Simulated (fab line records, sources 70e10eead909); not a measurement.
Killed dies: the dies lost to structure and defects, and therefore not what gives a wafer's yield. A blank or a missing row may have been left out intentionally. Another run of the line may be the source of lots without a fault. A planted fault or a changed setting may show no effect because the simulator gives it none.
fab line records	flow nand_harc	part 1 of 2: steps 1 to 21 of 32
record: lots: 5	wafers: 15	last_day: 34
route steps=1302 shown A_CHANNEL_HOLE_D2@595 A_CHANNEL_FILL_D2@610
lots that met no fault: taken from a fault-free run of the same line
start_h: hours from the record's first day to the start of the lot's first wafer shown	wait_h: how many hours have passed since the lot's step before this one	" same as the row above	L1.1+2: several wafers, shown together as one row	- no value present, or no start provided	* or withheld: withheld	< > ~ a bound
route shown NAME@n: names a module that has steps shown in the file, with the first one's number in the route	usual: the fault-free wafers' mean and standard deviation	same: alike in all rows	chamber/n: place in a boat	sites: per-site readings	_std_site: the values' standard deviation	_edge_site: the outer-site mean with the inner-site mean subtracted	radius_mm: for every site, how far away it sits from the centre of the wafer	mask NAME#n: copy n	behind: the last tool/chamber to shape the wafer	hold: why the lot was held/for how many hours/how that ended	device: transistor that didn't switch, given as n, p or np	end of line: at the end of the route, the tests of the same wafers	where a step has no rows: the recipe by itself	killed: dies that structure and defects cost at the first sort, which is not the same as the wafer's yield	map: a wafer's dies, marking killed ones x, the rest . and places with no die _
set.NAME: the setting the step ran with; set.NAME@STEP: the setting that earlier step ran with	model.NAME: the simulator's own value behind a step, which no gauge read
certain route steps with their lots: each step a table, each wafer a row
services: a tool's chamber out of use, with start hour (start_h, from the record's first day; less than 0 if before it), hours out, and reason
== steps ==
step: NHARC_A_CHANNEL_HOLE_D2_ETCH_23
recipe: bias_v: 5000	source_w: withheld	pressure_mtorr: 20	time_s: 819	ar_flow_sccm: 375	c4f8_flow_sccm: 89.3	o2_flow_sccm: 35.7	temp_c: -20	target_depth_a: 16000	chemistry: C4F8/O2/Ar
usual: drypump_motor_current_A: 5.5/0.36	he_backside_leak_sccm: 5.8/0.76	showerhead_plenum_p_Torr: 3.65/0.2	throttle_valve_pct: 32.154/0.0096
lot.wafer	tool	chamber	start_h	wait_h	drypump_motor_current_A	he_backside_leak_sccm	rf_hours_counter_h	showerhead_plenum_p_Torr	throttle_valve_pct
L074.1	har_etch-01	1	296.69	0.5	4.9	6.6	151	3.70	32.145
L074.2	"	0	"	"	5.6	4.9	151	3.50	32.149
L074.6	"	1	"	"	4.9	6.8	-	3.70	32.163
L077.4	har_etch-01	1	319.72	0.5	4.9	6.8	-	3.69	32.158
L077.5	"	1	"	"	4.9	6.8	-	3.69	32.168
L077.6	"	0	"	"	5.6	5.4	-	3.49	32.172
L078.3	har_etch-02	1	321.97	0.5	5.9	5.9	-	3.41	32.164
L078.4	"	0	"	"	5.7	5.9	-	3.43	32.161
L078.5	"	0	"	"	5.8	5.9	-	3.43	32.154
L080.1	har_etch-02	1	347.76	0.5	5.8	6.2	391	3.40	32.181
L080.6	"	1	"	"	5.8	6.5	-	3.40	32.154
L080.5	"	0	"	"	5.7	6.3	-	3.42	32.136
L097.2	har_etch-02	0	531.81	0.5	5.7	5.0	78	3.89	32.147
L097.1	"	1	"	"	5.8	5.2	78	3.89	32.144
L097.5	"	1	"	"	5.8	5.1	-	3.89	32.160
step: NHARC_A_CHANNEL_HOLE_D2_ETCH_24
recipe: bias_v: 5000	source_w: withheld	pressure_mtorr: 20	time_s: 906.2	ar_flow_sccm: 375	c4f8_flow_sccm: 93.8	o2_flow_sccm: 31.2	temp_c: -20	target_depth_a: 15000	chemistry: C4F8/O2/Ar
usual: drypump_motor_current_A: 5.5/0.36	he_backside_leak_sccm: 5.9/0.92	showerhead_plenum_p_Torr: 3.64/0.2	throttle_valve_pct: 32.235/0.0088
lot.wafer	tool	chamber	start_h	wait_h	drypump_motor_current_A	he_backside_leak_sccm	rf_hours_counter_h	showerhead_plenum_p_Torr	throttle_valve_pct
L074.1	har_etch-01	1	297.40	0.6	4.9	6.6	152	3.69	32.249
L074.2	"	0	"	"	5.6	5.2	152	3.49	32.247
L074.6	"	1	"	"	4.9	6.4	-	3.69	32.253
L077.4	har_etch-01	1	320.44	0.6	4.9	6.8	-	3.69	32.220
L077.5	"	1	"	"	4.9	6.6	-	3.69	32.239
L077.6	"	0	"	"	5.6	5.5	-	3.49	32.234
L078.3	har_etch-02	1	322.68	0.6	5.8	6.0	-	3.41	32.239
L078.4	"	0	"	"	5.7	6.1	-	3.42	32.266
L078.5	"	0	"	"	5.7	6.2	-	3.42	32.233
L080.1	har_etch-02	1	348.46	0.6	5.8	6.3	392	3.40	32.221
L080.6	"	1	"	"	5.8	9.9	-	3.40	32.230
L080.5	"	0	"	"	5.8	6.2	-	3.41	32.239
L097.2	har_etch-02	0	532.50	0.6	5.7	5.5	79	3.88	32.239
L097.1	"	1	"	"	5.8	5.8	79	3.88	32.235
L097.5	"	1	"	"	5.8	5.5	-	3.88	32.223
step: NHARC_A_CHANNEL_HOLE_D2_ETCH_25
recipe: bias_v: 5000	source_w: withheld	pressure_mtorr: 20	time_s: 1040.2	ar_flow_sccm: 375	c4f8_flow_sccm: 93.8	o2_flow_sccm: 31.2	temp_c: -20	target_depth_a: 15000	chemistry: C4F8/O2/Ar
usual: drypump_motor_current_A: 5.5/0.36	he_backside_leak_sccm: 5.8/0.84	showerhead_plenum_p_Torr: 3.64/0.2	throttle_valve_pct: 32.234/0.0086
lot.wafer	tool	chamber	start_h	wait_h	drypump_motor_current_A	he_backside_leak_sccm	rf_hours_counter_h	showerhead_plenum_p_Torr	throttle_valve_pct
L074.1	har_etch-01	1	298.16	0.6	4.9	6.9	152	3.69	32.216
L074.2	"	0	"	"	5.6	5.3	152	3.49	32.231
L074.6	"	1	"	"	4.9	7.0	-	3.69	32.245
L077.4	har_etch-01	1	321.25	0.7	4.9	6.5	-	3.68	32.234
L077.5	"	1	"	"	4.9	6.6	-	3.68	32.227
L077.6	"	0	"	"	5.6	5.2	-	3.49	32.251
L078.3	har_etch-02	1	323.48	0.7	5.8	5.6	-	3.41	32.227
L078.4	"	0	"	"	5.8	5.5	-	3.42	32.245
L078.5	"	0	"	"	5.7	5.3	-	3.42	32.242
L080.1	har_etch-02	1	349.23	0.6	5.8	6.1	393	3.40	32.245
L080.6	"	1	"	"	5.8	6.3	-	3.40	32.240
L080.5	"	0	"	"	5.7	5.9	-	3.41	32.233
L097.2	har_etch-02	0	533.28	0.6	5.7	4.9	79	3.88	32.254
L097.1	"	1	"	"	5.8	5.1	79	3.88	32.236
L097.5	"	1	"	"	5.8	4.9	-	3.88	32.232
step: NHARC_A_CHANNEL_HOLE_D2_ETCH_26
recipe: bias_v: 300	source_w: 2000	pressure_mtorr: 30	time_s: 224.1	ar_flow_sccm: 375	c4f8_flow_sccm: 11.4	o2_flow_sccm: 113.6	temp_c: -20	target_depth_a: 3000	chemistry: C4F8/O2/Ar
usual: drypump_motor_current_A: 5.5/0.36	he_backside_leak_sccm: 5.8/0.76	showerhead_plenum_p_Torr: 3.69/0.21	throttle_valve_pct: 24.585/0.0097
lot.wafer	tool	chamber	start_h	wait_h	drypump_motor_current_A	he_backside_leak_sccm	rf_hours_counter_h	showerhead_plenum_p_Torr	throttle_valve_pct
L074.1	har_etch-01	1	299.05	0.7	4.9	6.6	153	3.74	24.583
L074.2	"	0	"	"	5.6	5.2	153	3.53	24.581
L074.6	"	1	"	"	4.9	6.6	-	3.74	24.564
L077.4	har_etch-01	1	321.91	0.5	4.9	6.7	-	3.73	24.589
L077.5	"	1	"	"	4.9	6.6	-	3.73	24.584
L077.6	"	0	"	"	5.6	5.4	-	3.52	24.603
L078.3	har_etch-02	1	324.11	0.5	5.8	6.2	-	3.44	24.587
L078.4	"	0	"	"	5.7	5.8	-	3.46	24.581
L078.5	"	0	"	"	5.7	6.0	-	3.46	24.595
L080.1	har_etch-02	1	350.11	0.7	5.9	6.3	394	3.43	24.581
L080.6	"	1	"	"	5.8	6.4	-	3.43	24.591
L080.5	"	0	"	"	5.7	6.3	-	3.45	24.577
L097.2	har_etch-02	0	534.16	0.7	5.8	5.2	80	3.94	24.581
L097.1	"	1	"	"	5.9	4.9	80	3.94	24.570
L097.5	"	1	"	"	5.9	5.1	-	3.94	24.587
step: NHARC_A_CHANNEL_HOLE_D2_ETCH_27
recipe: bias_v: 400	source_w: 2000	pressure_mtorr: 25	time_s: 90	ar_flow_sccm: 375	c4f8_flow_sccm: 41.7	o2_flow_sccm: 83.3	temp_c: -20	target_depth_a: 4000	chemistry: C4F8/O2/Ar
usual: drypump_motor_current_A: 5.5/0.36	he_backside_leak_sccm: 5.8/0.85	showerhead_plenum_p_Torr: 3.68/0.21	throttle_valve_pct: 27.619/0.0086
lot.wafer	tool	chamber	start_h	wait_h	drypump_motor_current_A	he_backside_leak_sccm	rf_hours_counter_h	showerhead_plenum_p_Torr	throttle_valve_pct
L074.1	har_etch-01	1	299.25	0.2	4.9	6.4	153	3.73	27.619
L074.2	"	0	"	"	5.6	5.2	153	3.53	27.606
L074.6	"	1	"	"	4.9	6.7	-	3.74	27.630
L077.4	har_etch-01	1	322.11	0.2	4.9	6.6	-	3.73	27.630
L077.5	"	1	"	"	4.9	6.6	-	3.73	27.635
L077.6	"	0	"	"	5.6	5.5	-	3.52	27.620
L078.3	har_etch-02	1	324.31	0.2	5.8	5.8	-	3.44	27.618
L078.4	"	0	"	"	5.7	6.1	-	3.46	27.621
L078.5	"	0	"	"	5.8	5.8	-	3.46	27.618
L080.1	har_etch-02	1	350.31	0.2	5.8	6.0	394	3.43	27.625
L080.6	"	1	"	"	5.8	5.9	-	3.43	27.619
L080.5	"	0	"	"	5.7	6.1	-	3.45	27.617
L097.2	har_etch-02	0	534.37	0.2	5.7	5.2	80	3.93	27.610
L097.1	"	1	"	"	5.8	4.6	80	3.93	27.615
L097.5	"	1	"	"	5.8	4.9	-	3.93	27.624
step: NHARC_A_CHANNEL_HOLE_D2_STRIP_41
recipe: n2_flow_sccm: 150	h2_flow_sccm: 150	ar_flow_sccm: 0	bias_w: 0	chemistry: N2/H2
lot.wafer	tool	chamber	start_h	wait_h
L074.1+2+6	rie_diel-11	3,1,0	299.78	0.5
L077.4+5+6	rie_diel-07	2,3,0	322.62	0.5
L078.4+3+5	rie_diel-11	2,3,1	324.79	0.4
L080.1+5+6	rie_diel-07	2,3,0	350.86	0.5
L097.1+2+5	rie_diel-11	1,0,2	534.90	0.5
step: NHARC_A_CHANNEL_HOLE_D2_STRIP_42
recipe: cf4_flow_sccm: 100	chf3_flow_sccm: 30	ar_flow_sccm: 0	bias_w: 0	chemistry: CF4/CHF3
lot.wafer	tool	chamber	start_h	wait_h
L074.1+2+6	rie_diel-11	2,1,2	299.87	0.1
L077.4+5+6	rie_diel-07	3,2,3	322.68	0.1
L078.4+3+5	rie_diel-11	3,2,0	324.87	0.1
L080.1+6+5	rie_diel-07	1,1,2	350.93	0.1
L097.2+1+5	rie_diel-11	0,1,3	535.00	0.1
step: NHARC_A_CHANNEL_HOLE_D2_STRIP_43
recipe: o2_flow_sccm: 400	cos_flow_sccm: 20	ar_flow_sccm: 0	bias_w: 0	chemistry: O2/COS
lot.wafer	tool	chamber	start_h	wait_h
L074.2+1+6	rie_diel-11	3,1,3	299.94	0.1
L077.4+6+5	rie_diel-07	0,2,3	322.75	0.1
L078.3+4+5	rie_diel-11	0,1,3	324.94	0.1
L080.1+6+5	rie_diel-07	3,0,1	351.00	0.1
L097.2+1+5	rie_diel-11	3,0,0	535.05	0.1
step: NHARC_A_CHANNEL_HOLE_D2_ETCH_44
recipe: target_depth_a: 1400	overetch_a: 140	time_s: 77	ion_energy_ev: 100	cf4_flow_sccm: 80	o2_flow_sccm: 20	ar_flow_sccm: 0	rf_w: 300	bias_w: 100	chemistry: CF4/O2
usual: drypump_motor_current_A: 5.7/0.42	oes_product_au: 0.996/0.0098	rf_vpp_V: 198.2/1.4	showerhead_plenum_p_Torr: 1.36/0.058	throttle_valve_pct: 13.397/0.009
lot.wafer	tool	chamber	start_h	wait_h	drypump_motor_current_A	oes_product_au	rf_hours_counter_h	rf_vpp_V	showerhead_plenum_p_Torr	throttle_valve_pct
L074.1	rie_diel-11	3	300.00	0.1	5.5	1.007	2.9	197.0	1.29	13.403
L074.2	"	1	"	"	5.9	1.002	2.1	200.5	1.41	13.404
L074.6	"	2	"	"	5.1	0.988	-	198.9	1.43	13.405
L077.4	rie_diel-07	1	322.83	0.1	5.2	1.001	1.1	198.7	1.42	13.394
L077.6	"	2	"	"	6.4	0.978	-	196.6	1.29	13.396
L077.5	"	3	"	"	6.0	0.995	-	198.3	1.35	13.410
L078.3	rie_diel-11	2	325.00	0.1	5.1	0.989	3.8	200.6	1.43	13.414
L078.4	"	0	"	"	5.8	0.991	3.2	199.1	1.29	13.375
L078.5	"	2	"	"	5.1	0.990	-	199.9	1.43	13.388
L080.1	rie_diel-07	0	351.05	0.0	5.5	0.997	3.1	199.6	1.39	13.398
L080.5	"	0	"	"	5.5	1.004	-	198.1	1.39	13.384
L080.6	"	1	"	"	5.1	0.999	-	200.1	1.42	13.401
L097.1	rie_diel-11	3	535.11	0.1	5.5	1.006	7.2	196.8	1.29	13.394
L097.2	"	0	"	"	5.8	1.015	7.4	195.1	1.29	13.402
L097.5	"	3	"	"	5.5	1.007	-	196.3	1.29	13.397
step: NHARC_A_CHANNEL_HOLE_D2_STRIP_28
recipe: o2_flow_sccm: 500	ar_flow_sccm: 0	bias_w: 0	chemistry: O2
usual: drypump_motor_current_A: 5.7/0.42	oes_product_au: 0.995/0.01	rf_vpp_V: 57.8/0.92	showerhead_plenum_p_Torr: 3.58/0.15	throttle_valve_pct: 17.035/0.0092
lot.wafer	tool	chamber	start_h	wait_h	drypump_motor_current_A	oes_product_au	rf_hours_counter_h	rf_vpp_V	showerhead_plenum_p_Torr	throttle_valve_pct
L074.1	rie_diel-11	2	-	-	5.1	0.975	3.0	57.6	3.77	17.034
L074.2	"	0	"	"	5.8	0.990	2.1	57.5	3.42	17.040
L074.6	"	2	"	"	5.1	0.980	-	57.8	3.77	17.031
L077.4	rie_diel-07	1	-	-	5.2	0.999	1.1	57.5	3.75	17.039
L077.5	"	1	"	"	5.2	0.995	-	59.6	3.75	17.036
L077.6	"	2	"	"	6.4	0.992	-	59.6	3.42	17.024
L078.4	rie_diel-11	0	-	-	5.8	0.997	3.3	58.2	3.42	17.024
L078.3	"	1	"	"	5.9	0.989	3.0	58.3	3.72	17.028
L078.5	"	1	"	"	5.9	0.996	-	58.4	3.72	17.032
L080.1	rie_diel-07	1	-	-	5.2	1.001	2.7	58.7	3.75	17.042
L080.5	"	3	"	"	6.1	0.992	-	58.4	3.57	17.032
L080.6	"	0	"	"	5.5	1.009	-	59.6	3.67	17.033
L097.2	rie_diel-11	2	-	-	5.1	0.993	6.5	58.4	3.76	17.048
L097.1	"	0	"	"	5.8	1.006	7.5	56.4	3.41	17.021
L097.5	"	2	"	"	5.1	0.992	-	58.3	3.76	17.036
step: NHARC_A_CHANNEL_HOLE_D2_PRECLEAN_29
recipe: time_s: *	temp_c: 50	bath_age_min: 0	chemistry: SC1
lot.wafer	tool	chamber	start_h	wait_h
L074.2+1+6	wet_bench-07	6,7,0	300.65	-
L077.4+6+5	wet_bench-07	7,1,2	323.46	-
L078.4+5+3	wet_bench-07	4,6,7	325.66	-
L080.1+6+5	wet_bench-05	1,3,4	351.72	-
L097.2+5+1	wet_bench-07	3,6,0	535.76	-
step: NHARC_A_CHANNEL_HOLE_D2_SRD_30
lot.wafer	tool	chamber	start_h	wait_h
L074.2+1+6	wet_bench-07	6,7,0	-	-
L077.4+6+5	wet_bench-07	7,1,2	-	-
L078.4+5+3	wet_bench-07	4,6,7	-	-
L080.1+6+5	wet_bench-05	1,3,4	-	-
L097.2+5+1	wet_bench-07	3,6,0	-	-
step: NHARC_A_CHANNEL_HOLE_D2_CD_MEAS_31
usual: cd_nm: 89.9/1.4
lot.wafer	tool	chamber	start_h	wait_h	cd_nm
L074.1	cd_sem-01	-	300.79	-	91.2
L074.2	"	-	"	"	92.3
L074.6	"	-	"	"	91.3
L077.4	cd_sem-01	-	323.60	-	87.6
L077.5	"	-	"	"	89.6
L077.6	"	-	"	"	87.8
L078.3	cd_sem-03	-	325.80	-	90.6
L078.4	"	-	"	"	89.6
L078.5	"	-	"	"	90.1
L080.1	cd_sem-02	-	351.85	-	88.7
L080.5	"	-	"	"	88.8
L080.6	"	-	"	"	89.2
L097.1	cd_sem-02	-	535.90	-	92.2
L097.2	"	-	"	"	90.4
L097.5	"	-	"	"	91.2
step: NHARC_A_CHANNEL_HOLE_D2_XSEM_32
recipe: landing_energy_ev: 35000
usual: bot_cd_nm: 74.6/1.6	bow_nm: 8.64/0.27	tilt_deg: 0.073/0.026
lot.wafer	tool	chamber	start_h	wait_h	bot_cd_nm	bow_nm	tilt_deg
L074.1	xsem-02	0	300.88	0.1	75.2	8.36	0.091
L074.2	"	0	"	"	76.4	8.43	0.090
L074.6	"	0	"	"	75.4	8.32	0.091
L077.4	xsem-01	0	323.69	0.1	72.4	8.47	0.048
L077.5	"	0	"	"	74.8	8.55	0.048
L077.6	"	0	"	"	73.4	8.58	0.047
L078.3	xsem-02	0	325.90	0.1	75.3	8.63	0.106
L078.4	"	0	"	"	74.3	8.57	0.106
L078.5	"	0	"	"	75.4	8.65	0.106
L080.1	xsem-01	0	351.93	0.1	73.2	8.56	0.061
L080.5	"	0	"	"	73.5	8.43	0.060
L080.6	"	0	"	"	73.5	8.45	0.061
L097.1	xsem-01	0	535.99	0.1	76.3	8.83	0.120
L097.2	"	0	"	"	75.1	8.79	0.121
L097.5	"	0	"	"	74.7	8.78	0.121
step: NHARC_A_CHANNEL_HOLE_D2_INSPECT_40
usual: raw_defect_count: 261/72
lot.wafer	tool	chamber	start_h	wait_h	raw_defect_count
L074.1	defect_inspect-02	-	300.98	-	184
L074.2	"	-	"	"	139
L074.6	"	-	"	"	196
L077.4	defect_inspect-01	-	323.78	-	302
L077.5	"	-	"	"	281
L077.6	"	-	"	"	308
L078.3	defect_inspect-02	-	325.99	-	267
L078.4	"	-	"	"	255
L078.5	"	-	"	"	283
L080.1	defect_inspect-02	-	352.03	-	283
L080.5	"	-	"	"	283
L080.6	"	-	"	"	382
L097.1	defect_inspect-02	-	536.09	-	197
L097.2	"	-	"	"	171
L097.5	"	-	"	"	223
step: NHARC_A_CHANNEL_FILL_D2_PRECLEAN_00
recipe: time_s: *	temp_c: 50	bath_age_min: 0	chemistry: SC1
lot.wafer	tool	chamber	start_h	wait_h
L074.2+6+1	wet_bench-06	1,2,3	301.05	0.1
L077.4+6+5	wet_bench-09	1,3,6	323.83	0.0
L078.5+3+4	wet_bench-03	1,4,5	326.04	0.0
L080.1+5+6	wet_bench-09	3,4,5	352.09	0.1
L097.5+1+2	wet_bench-06	2,6,7	536.14	0.0
step: NHARC_A_CHANNEL_FILL_D2_SRD_01
lot.wafer	tool	chamber	start_h	wait_h
L074.2+6+1	wet_bench-06	1,2,3	-	-
L077.4+6+5	wet_bench-09	1,3,6	-	-
L078.5+3+4	wet_bench-03	1,4,5	-	-
L080.1+5+6	wet_bench-09	3,4,5	-	-
L097.5+1+2	wet_bench-06	2,6,7	-	-
step: NHARC_A_CHANNEL_FILL_D2_ALD_02
recipe: target_thk_a: 60	pulse_time_s: 10	ald_cycles: 60	temp_c: 300	material: SiO2
usual: heater_power_w: 475/38	precursor_pulse_height_rel: 1.000/0.022
lot.wafer	tool	chamber	start_h	wait_h	heater_power_w	precursor_pulse_height_rel
L074.1	ald_hk-03	0	301.17	-	489	0.979
L074.2	"	1	"	"	469	0.998
L074.6	"	1	"	"	484	0.955
L077.4	ald_hk-02	3	324.11	-	440	0.985
L077.5	"	1	"	"	411	1.042
L077.6	"	2	"	"	486	1.028
L078.3	ald_hk-02	0	326.25	-	485	1.001
L078.4	"	2	"	"	469	0.996
L078.5	"	0	"	"	500	1.007
L080.1	ald_hk-03	1	352.44	-	477	1.015
L080.5	"	2	"	"	442	0.987
L080.6	"	3	"	"	452	0.953
L097.1	ald_hk-01	1	536.36	-	540	1.008
L097.2	"	2	"	"	518	1.035
L097.5	"	1	"	"	533	1.019
step: NHARC_A_CHANNEL_FILL_D2_ALD_03
recipe: target_thk_a: 60	pulse_time_s: 60	ald_cycles: 58	temp_c: 630	pressure_torr: 2	material: SiNx
usual: precursor_pulse_height_rel: 1.000/0.02
lot.wafer	tool	chamber	start_h	wait_h	precursor_pulse_height_rel
L074.1	ald_sin_batch-01	0	-	-	0.991
L074.2	"	0	"	"	0.993
L074.6	"	0	"	"	1.034
L077.4	ald_sin_batch-01	0	-	-	0.994
L077.5	"	0	"	"	1.000
L077.6	"	0	"	"	0.977
L078.3	ald_sin_batch-01	0	-	-	1.021
L078.4	"	0	"	"	0.973
L078.5	"	0	"	"	1.011
L080.1	ald_sin_batch-03	0	-	-	0.975
L080.5	"	0	"	"	1.025
L080.6	"	0	"	"	0.987
L097.1	ald_sin_batch-01	0	-	-	0.989
L097.2	"	0	"	"	1.026
L097.5	"	0	"	"	1.009
step: NHARC_A_CHANNEL_FILL_D2_ALD_14
recipe: target_thk_a: 25	pulse_time_s: 10	ald_cycles: 25	temp_c: 300	material: SiO2
usual: heater_power_w: 472/37	precursor_pulse_height_rel: 1.002/0.022
lot.wafer	tool	chamber	start_h	wait_h	heater_power_w	precursor_pulse_height_rel
L074.2	ald_hk-02	2	307.34	0.3	462	1.018
L074.1	"	0	"	"	486	1.004
L074.6	"	2	"	"	462	1.005
L077.4	ald_hk-02	0	330.55	0.0	480	0.985
L077.5	"	0	"	"	495	1.006
L077.6	"	1	"	"	433	0.963
L078.3	ald_hk-03	1	330.85	0.3	482	1.043
L078.4	"	2	"	"	444	0.989
L078.5	"	0	"	"	488	0.978
L080.1	ald_hk-03	3	362.87	3.6	442	0.996
L080.6	"	1	"	"	477	1.013
L080.5	"	2	"	"	443	0.973
L097.1	ald_hk-02	3	542.11	0.1	425	0.970
L097.2	"	0	"	"	479	1.004
L097.5	"	3	"	"	427	1.024
step: NHARC_A_CHANNEL_FILL_D2_ALD_15
recipe: target_thk_a: 20	pulse_time_s: 60	ald_cycles: 19	temp_c: 630	pressure_torr: 2	material: SiNx
usual: precursor_pulse_height_rel: 0.997/0.019
lot.wafer	tool	chamber	start_h	wait_h	precursor_pulse_height_rel
L074.1	ald_sin_batch-01	0	-	-	0.973
L074.2	"	0	"	"	1.025
L074.6	"	0	"	"	0.999
L077.4	ald_sin_batch-02	0	-	-	0.974
L077.5	"	0	"	"	1.008
L077.6	"	0	"	"	1.004
L078.3	ald_sin_batch-02	0	-	-	0.981
L078.4	"	0	"	"	0.948
L078.5	"	0	"	"	0.972
L080.1	ald_sin_batch-01	0	-	-	0.999
L080.5	"	0	"	"	0.984
L080.6	"	0	"	"	1.014
L097.1	ald_sin_batch-03	0	-	-	1.026
L097.2	"	0	"	"	1.003
L097.5	"	0	"	"	1.006
